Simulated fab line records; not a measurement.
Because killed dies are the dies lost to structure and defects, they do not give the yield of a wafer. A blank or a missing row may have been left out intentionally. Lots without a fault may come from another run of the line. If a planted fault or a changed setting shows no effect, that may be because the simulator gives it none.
fab line records	flow n5_finfet
record: lots: 10	wafers: 30	last_day: 19
route steps=1938 shown BEOL_M6@1249 BEOL_M7@1263 PASSIVATION@1936
lots with no fault: from the same line, run without faults
start_h: hours from the record's first day to the start of the lot's first wafer shown	wait_h: hours since the lot's step before	" repeats the value in the row above	L1.1+2: several wafers, shown together as one row	- no value present, or no start provided	* or withheld: withheld	< > ~ a bound
route shown NAME@n: NAME is a module with steps in the file, n the number in the route of the first one	usual: mean/standard deviation taken from wafers without a fault	same: alike in all rows	chamber/n: place in a boat	sites: readings site by site	_std_site: the values' standard deviation	_edge_site: mean of outer sites minus mean of inner sites	radius_mm: for every site, how far away it sits from the centre of the wafer	mask NAME#n: copy n	behind: the last tool/chamber to shape the wafer	hold: why the lot went on hold/how many hours it stayed there/how the hold came to an end	device: names the non-switching transistor (n, p or np)	end of line: tests of these same wafers at the route's end	step lacking rows: just its recipe	killed: dies that structure and defects cost at the first sort, which is not the same as the wafer's yield	map: dies across one wafer; x = killed, . = not, _ = none there
set.NAME: the run value of the setting; set.NAME@STEP: its run value at that earlier step	model.NAME: the simulator's own value behind a step, which no gauge read
route steps across a sampled set of lots; one table per step, one row per wafer
services: a tool's chamber out of use, with start hour (start_h, from the record's first day; less than 0 if before it), hours out, and reason
== steps ==
step: N5_BEOL_M6_DEGAS_44
recipe: ambient: vacuum	temp_c: 250	time_s: 60
usual: heater_power_w: 323/24
same: time_s: 60
lot.wafer	tool	chamber	start_h	wait_h	heater_power_w
L978.2	pvd_sputter-02	-	259.87	0.3	326
L978.3	"	-	"	"	328
L978.6	"	-	"	"	325
L977.4	pvd_sputter-03	-	263.67	0.1	313
L977.5	"	-	"	"	293
L977.6	"	-	"	"	342
L979.1	pvd_sputter-02	-	281.33	0.3	330
L979.4	"	-	"	"	288
L979.6	"	-	"	"	325
L980.2	pvd_sputter-01	-	281.70	0.3	298
L980.4	"	-	"	"	358
L980.5	"	-	"	"	360
L982.1	pvd_sputter-03	-	296.04	0.3	372
L982.3	"	-	"	"	290
L982.4	"	-	"	"	347
L976.3	pvd_sputter-02	-	330.05	0.4	319
L976.4	"	-	"	"	332
L976.6	"	-	"	"	312
L990.2	pvd_sputter-01	-	333.89	0.5	355
L990.4	"	-	"	"	324
L990.6	"	-	"	"	301
L993.2	pvd_sputter-01	-	361.97	0.4	325
L993.4	"	-	"	"	337
L993.6	"	-	"	"	346
L995.2	pvd_sputter-01	-	365.91	0.2	328
L995.5	"	-	"	"	347
L995.6	"	-	"	"	322
L996.2	pvd_sputter-01	-	369.47	1.5	298
L996.5	"	-	"	"	341
L996.6	"	-	"	"	321
step: N5_BEOL_M6_SURFACE_TREAT_79
recipe: gas: Ar	time_s: *	ion_energy_ev: *	ion_current_ma_cm2: 0.5	pressure_mtorr: *	ar_flow_sccm: 30
usual: throttle_valve_pct: *
same: time_s: *
lot.wafer	tool	chamber	start_h	wait_h	throttle_valve_pct
L978.2	pvd_sputter-03	-	261.59	1.3	*
L978.3	"	-	"	"	*
L978.6	"	-	"	"	*
L977.4	pvd_sputter-02	-	265.41	1.3	*
L977.5	"	-	"	"	*
L977.6	"	-	"	"	*
L979.1	pvd_sputter-01	-	281.78	0.2	*
L979.4	"	-	"	"	*
L979.6	"	-	"	"	*
L980.2	pvd_sputter-02	-	282.11	0.2	*
L980.4	"	-	"	"	*
L980.5	"	-	"	"	*
L982.1	pvd_sputter-01	-	296.42	0.2	*
L982.3	"	-	"	"	*
L982.4	"	-	"	"	*
L976.3	pvd_sputter-02	-	330.43	0.2	*
L976.4	"	-	"	"	*
L976.6	"	-	"	"	*
L990.2	pvd_sputter-03	-	334.47	0.4	*
L990.4	"	-	"	"	*
L990.6	"	-	"	"	*
L993.2	pvd_sputter-03	-	363.45	1.2	*
L993.4	"	-	"	"	*
L993.6	"	-	"	"	*
L995.2	pvd_sputter-03	-	366.30	0.2	*
L995.5	"	-	"	"	*
L995.6	"	-	"	"	*
L996.2	pvd_sputter-03	-	369.89	0.2	*
L996.5	"	-	"	"	*
L996.6	"	-	"	"	*
step: N5_BEOL_M6_DEP_56
recipe: material: SiCN	target_thk_a: 100	temp_c: withheld	precursor: 3MS/NH3	pressure_torr: 3	rf_w: 202	time_s: 17.5
usual: showerhead_plenum_p_Torr: 3.667/0.016	throttle_valve_pct: 9.3/0.5
same: time_s: 17.5
lot.wafer	tool	chamber	start_h	wait_h	showerhead_plenum_p_Torr	throttle_valve_pct
L978.2	pecvd-03	0	262.71	0.0	3.653	9.3
L978.3	"	1	"	"	3.675	9.3
L978.6	"	2	"	"	3.682	8.4
L977.4	pecvd-02	1	266.53	0.0	3.678	10.3
L977.5	"	2	"	"	3.682	8.8
L977.6	"	0	"	"	3.637	9.0
L979.1	pecvd-02	2	282.86	0.0	3.684	8.9
L979.4	"	2	"	"	3.679	8.8
L979.6	"	0	"	"	3.647	9.1
L980.2	pecvd-03	2	285.04	0.0	3.660	8.8
L980.4	"	1	"	"	3.678	9.2
L980.5	"	2	"	"	3.674	8.5
L982.1	pecvd-02	1	297.54	0.0	3.681	10.0
L982.3	"	2	"	"	3.686	9.0
L982.4	"	2	"	"	3.675	8.9
L976.3	pecvd-04	0	331.54	0.0	3.651	9.1
L976.4	"	1	"	"	3.690	10.5
L976.6	"	0	"	"	3.652	8.9
L990.2	pecvd-03	1	336.42	0.0	3.667	9.3
L990.4	"	1	"	"	3.671	9.1
L990.6	"	0	"	"	3.658	9.3
L993.2	pecvd-04	1	365.01	0.0	3.671	10.0
L993.4	"	0	"	"	3.650	8.9
L993.6	"	1	"	"	3.680	10.3
L995.2	pecvd-02	0	368.41	0.0	3.640	9.2
L995.5	"	0	"	"	3.635	9.1
L995.6	"	2	"	"	3.685	9.1
L996.2	pecvd-02	1	371.33	0.0	3.689	10.0
L996.5	"	1	"	"	3.676	9.8
L996.6	"	2	"	"	3.685	9.0
step: N5_BEOL_M6_INSPECT_58
recipe: inspect_instrument: darkfield	mode: post_dep
usual: raw_defect_count: 71/25
lot.wafer	tool	chamber	start_h	wait_h	raw_defect_count
L978.2	defect_inspect-01	-	262.81	0.0	65
L978.3	"	-	"	"	68
L978.6	"	-	"	"	67
L977.4	defect_inspect-02	-	266.61	0.0	113
L977.5	"	-	"	"	54
L977.6	"	-	"	"	83
L979.1	defect_inspect-02	-	282.95	0.0	54
L979.4	"	-	"	"	50
L979.6	"	-	"	"	54
L980.2	defect_inspect-02	-	285.15	0.0	53
L980.4	"	-	"	"	28
L980.5	"	-	"	"	39
L982.1	defect_inspect-01	-	297.64	0.0	43
L982.3	"	-	"	"	41
L982.4	"	-	"	"	44
L976.3	defect_inspect-02	-	331.64	0.0	67
L976.4	"	-	"	"	65
L976.6	"	-	"	"	56
L990.2	defect_inspect-01	-	336.52	0.0	553
L990.4	"	-	"	"	601
L990.6	"	-	"	"	56
L993.2	defect_inspect-02	-	365.10	0.0	92
L993.4	"	-	"	"	50
L993.6	"	-	"	"	61
L995.2	defect_inspect-02	-	368.51	0.0	31
L995.5	"	-	"	"	57
L995.6	"	-	"	"	47
L996.2	defect_inspect-02	-	371.42	0.0	58
L996.5	"	-	"	"	84
L996.6	"	-	"	"	34
step: N5_BEOL_M7_ILD_DEP_00
recipe: material: SiCOH_lowk	target_thk_a: 1797.5	temp_c: 300	precursor: DEMS/porogen	pressure_torr: 5	rf_w: 500	time_s: 33.4
usual: heater_power_w: 336/45	showerhead_plenum_p_Torr: 5.741/0.019	throttle_valve_pct: 14.0/0.91
same: time_s: 33.4
lot.wafer	tool	chamber	start_h	wait_h	heater_power_w	showerhead_plenum_p_Torr	throttle_valve_pct
L978.2	pecvd-04	1	262.84	0.0	373	5.753	15.4
L978.3	"	2	"	"	322	5.762	13.9
L978.6	"	2	"	"	331	5.759	13.6
L977.4	pecvd-01	2	266.67	0.1	310	5.727	13.7
L977.5	"	1	"	"	358	5.740	12.2
L977.6	"	0	"	"	306	5.747	14.3
L979.1	pecvd-04	2	282.99	0.0	308	5.781	13.9
L979.4	"	0	"	"	357	5.720	14.0
L979.6	"	2	"	"	300	5.757	14.1
L980.2	pecvd-04	0	285.23	0.1	335	5.729	14.2
L980.4	"	0	"	"	349	5.730	14.2
L980.5	"	1	"	"	442	5.754	15.6
L982.1	pecvd-01	0	297.68	0.0	270	5.728	13.7
L982.3	"	2	"	"	272	5.733	13.9
L982.4	"	1	"	"	360	5.751	12.2
L976.3	pecvd-04	1	331.69	0.1	372	5.761	15.6
L976.4	"	0	"	"	347	5.731	14.0
L976.6	"	1	"	"	367	5.763	15.7
L990.2	pecvd-01	0	336.56	0.0	338	5.738	13.8
L990.4	"	0	"	"	340	5.720	13.9
L990.6	"	2	"	"	263	5.722	13.6
L993.2	pecvd-02	0	365.14	0.0	276	5.701	13.9
L993.4	"	1	"	"	345	5.765	15.3
L993.6	"	0	"	"	291	5.717	13.9
L995.2	pecvd-04	0	368.55	0.0	335	5.714	13.9
L995.5	"	0	"	"	340	5.721	14.1
L995.6	"	2	"	"	288	5.760	14.1
L996.2	pecvd-02	1	371.46	0.0	297	5.768	15.0
L996.5	"	0	"	"	295	5.714	13.6
L996.6	"	2	"	"	327	5.761	14.1
step: N5_BEOL_M7_INSPECT_13
recipe: mode: adi	inspect_instrument: brightfield
usual: raw_defect_count: 400/92
lot.wafer	tool	chamber	start_h	wait_h	raw_defect_count
L978.2	defect_inspect-01	-	266.00	0.0	440
L978.3	"	-	"	"	367
L978.6	"	-	"	"	411
L977.4	defect_inspect-02	-	268.98	0.0	549
L977.5	"	-	"	"	417
L977.6	"	-	"	"	461
L979.1	defect_inspect-01	-	284.83	0.0	258
L979.4	"	-	"	"	353
L979.6	"	-	"	"	419
L980.2	defect_inspect-02	-	288.59	0.0	288
L980.4	"	-	"	"	207
L980.5	"	-	"	"	243
L982.1	defect_inspect-02	-	299.86	0.0	250
L982.3	"	-	"	"	233
L982.4	"	-	"	"	412
L976.3	defect_inspect-02	-	333.66	0.0	353
L976.4	"	-	"	"	288
L976.6	"	-	"	"	379
L990.2	defect_inspect-01	-	339.03	0.0	911
L990.4	"	-	"	"	884
L990.6	"	-	"	"	290
L993.2	defect_inspect-02	-	366.54	0.0	412
L993.4	"	-	"	"	254
L993.6	"	-	"	"	321
L995.2	defect_inspect-02	-	370.26	0.0	403
L995.5	"	-	"	"	404
L995.6	"	-	"	"	474
L996.2	defect_inspect-02	-	375.26	0.0	431
L996.5	"	-	"	"	479
L996.6	"	-	"	"	368
step: N5_BEOL_M7_INSPECT_30
recipe: mode: adi	inspect_instrument: brightfield
usual: raw_defect_count: 404/97
lot.wafer	tool	chamber	start_h	wait_h	raw_defect_count
L978.2	defect_inspect-01	-	268.49	0.0	418
L978.3	"	-	"	"	382
L978.6	"	-	"	"	410
L977.4	defect_inspect-01	-	271.43	0.0	533
L977.5	"	-	"	"	394
L977.6	"	-	"	"	441
L979.1	defect_inspect-01	-	287.15	0.1	246
L979.4	"	-	"	"	383
L979.6	"	-	"	"	450
L980.2	defect_inspect-01	-	290.44	0.0	253
L980.4	"	-	"	"	187
L980.5	"	-	"	"	223
L982.1	defect_inspect-02	-	301.45	0.1	259
L982.3	"	-	"	"	235
L982.4	"	-	"	"	420
L976.3	defect_inspect-02	-	335.25	0.0	373
L976.4	"	-	"	"	294
L976.6	"	-	"	"	388
L990.2	defect_inspect-02	-	342.67	0.0	953
L990.4	"	-	"	"	879
L990.6	"	-	"	"	327
L993.2	defect_inspect-02	-	368.93	0.0	390
L993.4	"	-	"	"	270
L993.6	"	-	"	"	298
L995.2	defect_inspect-02	-	374.08	0.0	399
L995.5	"	-	"	"	379
L995.6	"	-	"	"	488
L996.2	defect_inspect-02	-	377.92	0.1	459
L996.5	"	-	"	"	513
L996.6	"	-	"	"	379
step: N5_PASSIVATION_PROBE_49
usual: defect_limited_yield: 90.9/1.4	killed_at_M0_to_M3: 38/11	killed_at_M4_up: 13/5.9	killed_at_contacts: 14/6.4	killed_at_front_end: 38/11	killed_at_other: 3.3/2.5	killed_dies: 107/16	killed_on_rim: 14/3.6	killed_open: 70/12	killed_short: 35/7.7	sort_bin_5_function: 5.3/0.94	sort_bin_6_memory: 3.5/0.7	sort_bin_8_speed: 0.00/0.007	sort_n_pass: 1073/16	sort_yield_pct: 90.9/1.4
same: gross_dies: 1180	killed_at_back_side: 0	sort_bin_4_leakage[%]: 0
lot.wafer	tool	chamber	start_h	wait_h	defect_limited_yield[%]	killed_at_M0_to_M3	killed_at_M4_up	killed_at_contacts	killed_at_front_end	killed_at_other	killed_dies	killed_on_rim	killed_open	killed_short	sort_bin_5_function[%]	sort_bin_6_memory[%]	sort_bin_8_speed[%]	sort_n_pass	sort_yield_pct[%]
L976.3	prober-02	-	418.45	0.1	89.9	35	12	21	39	12	119	17	76	43	6.0	3.7	0	1061	89.9
L976.4	prober-02	-	418.50	0.2	91.6	40	9	18	28	4	99	10	67	32	5.1	3.1	0	1081	91.6
L976.6	prober-02	-	418.60	0.3	91.6	19	13	14	48	5	99	14	67	32	4.7	3.2	0	1081	91.6
L990.2	prober-02	-	424.46	0.1	84.7	46	85	22	24	3	180	33	68	31	10.0	3.2	0	1000	84.7
L990.4	prober-02	-	424.56	0.2	84.0	45	92	13	39	0	189	34	78	29	10.1	4.1	0	991	84.0
L990.6	prober-02	-	424.66	0.3	91.6	37	20	14	24	4	99	9	67	30	4.9	3.1	0	1081	91.6
L993.2	prober-01	-	459.15	0.1	92.9	22	17	12	31	2	84	14	56	25	4.1	3.0	0	1096	92.9
L993.4	prober-01	-	459.25	0.2	89.9	30	4	29	54	2	119	15	80	37	5.8	3.4	0	1061	89.9
L993.6	prober-01	-	459.35	0.3	91.0	34	8	22	39	3	106	11	69	34	5.4	3.1	0	1074	91.0
L996.2	prober-01	-	463.96	0.1	90.3	56	6	8	39	5	114	12	81	33	5.6	3.6	0	1066	90.3
L996.5	prober-01	-	464.11	0.2	90.6	51	11	16	29	4	111	16	82	28	5.4	3.6	0	1069	90.6
L996.6	prober-01	-	464.16	0.3	90.3	47	12	18	38	0	115	14	79	36	6.0	3.1	0	1065	90.3
killed by level:class
L976.3 MOL_CONTACT_COAG:geometric_particle:open=17 FIN_SAQP:geometric_particle:open=13 BEOL_M0_SAQP:geometric_particle:short=8 BEOL_M2:geometric_particle:open=8 GATE_CUT:geometric_particle:short=6 BEOL_M0_SAQP:geometric_particle:open=6 BEOL_M1:geometric_particle:open=5 BEOL_M4:geometric_particle:open=5
L976.4 MOL_CONTACT_COAG:geometric_particle:open=16 BEOL_M2:geometric_particle:open=10 FIN_SAQP:geometric_particle:short=7 BEOL_M1:geometric_particle:open=7 BEOL_M0_SAQP:geometric_particle:open=7 FIN_SAQP:geometric_particle:open=6 BEOL_M2:geometric_particle:short=6 BEOL_M0_SAQP:geometric_particle:short=6
L976.6 FIN_SAQP:geometric_particle:open=13 FIN_SAQP:geometric_particle:short=11 MOL_CONTACT_COAG:geometric_particle:open=10 GATE_CUT:geometric_particle:short=8 BEOL_M2:geometric_particle:open=8 BEOL_M4:geometric_particle:open=5 STI_FIN_REVEAL:geometric_particle:open=4 MOL_CONTACT_COAG:geometric_particle:short=4
L990.2 BEOL_M6:unspecified=75 BEOL_M3:geometric_particle:open=17 MOL_CONTACT_COAG:geometric_particle:open=15 BEOL_M0_SAQP:geometric_particle:short=8 MOL_CONTACT_COAG:geometric_particle:short=7 BEOL_M1:geometric_particle:open=7 BEOL_M0_SAQP:geometric_particle:open=6 STI_FIN_REVEAL:geometric_particle:open=4
L990.4 BEOL_M6:unspecified=81 STI_FIN_REVEAL:geometric_particle:open=16 MOL_CONTACT_COAG:geometric_particle:open=9 BEOL_M1:geometric_particle:open=9 BEOL_M2:geometric_particle:open=9 BEOL_M3:geometric_particle:open=9 GATE_CUT:geometric_particle:short=7 BEOL_M0_SAQP:geometric_particle:open=6
L990.6 MOL_CONTACT_COAG:geometric_particle:open=12 BEOL_M3:geometric_particle:open=11 FIN_SAQP:geometric_particle:short=5 STI_FIN_REVEAL:geometric_particle:open=5 BEOL_M0_SAQP:geometric_particle:short=5 BEOL_M4:geometric_particle:open=5 DUMMY_GATE:geometric_particle:open=4 BEOL_M0:geometric_particle:open=4
L993.2 BEOL_M4:geometric_particle:open=9 MOL_CONTACT_COAG:geometric_particle:open=8 FIN_SAQP:geometric_particle:short=7 FIN_SAQP:geometric_particle:open=7 BEOL_M0_SAQP:geometric_particle:open=5 BEOL_M0:geometric_particle:open=5 GATE_CUT:geometric_particle:short=4 MOL_CONTACT_COAG:geometric_particle:short=4
L993.4 MOL_CONTACT_COAG:geometric_particle:open=25 FIN_SAQP:geometric_particle:short=8 FIN_SAQP:geometric_particle:open=8 BEOL_M0_SAQP:geometric_particle:open=8 STI_FIN_REVEAL:geometric_particle:open=7 ILD0:geometric_particle:open=5 GATE_CUT:geometric_particle:short=5 BEOL_M3:geometric_particle:open=5
L993.6 FIN_SAQP:geometric_particle:open=18 MOL_CONTACT_COAG:geometric_particle:open=15 FIN_SAQP:geometric_particle:short=11 BEOL_M2:geometric_particle:open=10 BEOL_M0_SAQP:geometric_particle:open=6 MOL_CONTACT_COAG:geometric_particle:short=5 BEOL_M0_SAQP:geometric_particle:short=5 BEOL_M0:geometric_particle:open=4
L996.2 BEOL_M1:geometric_particle:open=18 STI_FIN_REVEAL:geometric_particle:open=15 MOL_CONTACT_COAG:geometric_particle:open=8 BEOL_M3:geometric_particle:open=8 BEOL_M0_SAQP:geometric_particle:short=8 BEOL_M0_SAQP:geometric_particle:open=8 BEOL_M2:geometric_particle:open=6 GATE_CUT:geometric_particle:short=6
L996.5 BEOL_M1:geometric_particle:open=15 MOL_CONTACT_COAG:geometric_particle:open=12 BEOL_M3:geometric_particle:open=11 STI_FIN_REVEAL:geometric_particle:open=7 BEOL_M2:geometric_particle:open=7 DUMMY_GATE:geometric_particle:open=6 BEOL_M0_SAQP:geometric_particle:short=6 BEOL_M0_SAQP:geometric_particle:open=5
L996.6 STI_FIN_REVEAL:geometric_particle:open=14 MOL_CONTACT_COAG:geometric_particle:open=12 BEOL_M3:geometric_particle:open=12 BEOL_M1:geometric_particle:open=10 MOL_CONTACT_COAG:geometric_particle:short=6 BEOL_M0_SAQP:geometric_particle:open=6 BEOL_M1:geometric_particle:short=6 BEOL_M0_SAQP:geometric_particle:short=5
== services ==
tool	chamber	start_h	hours	kind
pvd_sputter-01	-	237.91	1.1	repair
pecvd-01	1	274.17	12.3	repair
pecvd-01	-	275.27	0.9	repair
pecvd-02	0	279.38	2.1	scheduled_down
pecvd-03	-	286.12	14.6	pm
pecvd-04	2	287.69	4.1	repair
pecvd-04	-	289.55	6.0	pm
pecvd-02	-	298.59	3.4	repair
pecvd-01	1	305.00	2.1	scheduled_down
pecvd-02	-	326.95	0.6	repair
pecvd-04	2	331.11	30.4	repair
pecvd-02	-	335.57	2.8	pm
pecvd-01	0	349.73	2.1	scheduled_down
pecvd-04	0	369.25	2.1	scheduled_down
== key ==
first_sign: step: N5_BEOL_M6_INSPECT_58	reading: raw_defect_count	direction: up	sigmas: 20	usual: 71	struck: 577
effect: step: N5_BEOL_M7_INSPECT_13	reading: raw_defect_count	direction: up	sigmas: 5.4	usual: 400	struck: 898
effect: step: N5_BEOL_M7_INSPECT_30	reading: raw_defect_count	direction: up	sigmas: 5.3	usual: 404	struck: 916
effect: step: N5_PASSIVATION_PROBE_49	reading: killed_at_M4_up	direction: up	sigmas: 13	usual: 13	struck: 88
more_kills_born_at: N5_BEOL_M6_DEP_56@pecvd-03: 156
met_at N5_BEOL_M6_DEP_56
struck_lots L990
struck_wafers L990.2,L990.4
not_acting_at N5_BEOL_M6_DEGAS_44,N5_BEOL_M6_SURFACE_TREAT_79,N5_BEOL_M7_ILD_DEP_00
onset_between 285.04 336.42
fault: kind: chamber_particle_source	tool: pecvd-03	chamber: 1	onset_h: 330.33	steps: N5_BEOL_M6_DEP_56	rate_per_visit_cm2: 0.77677	end_h: 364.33
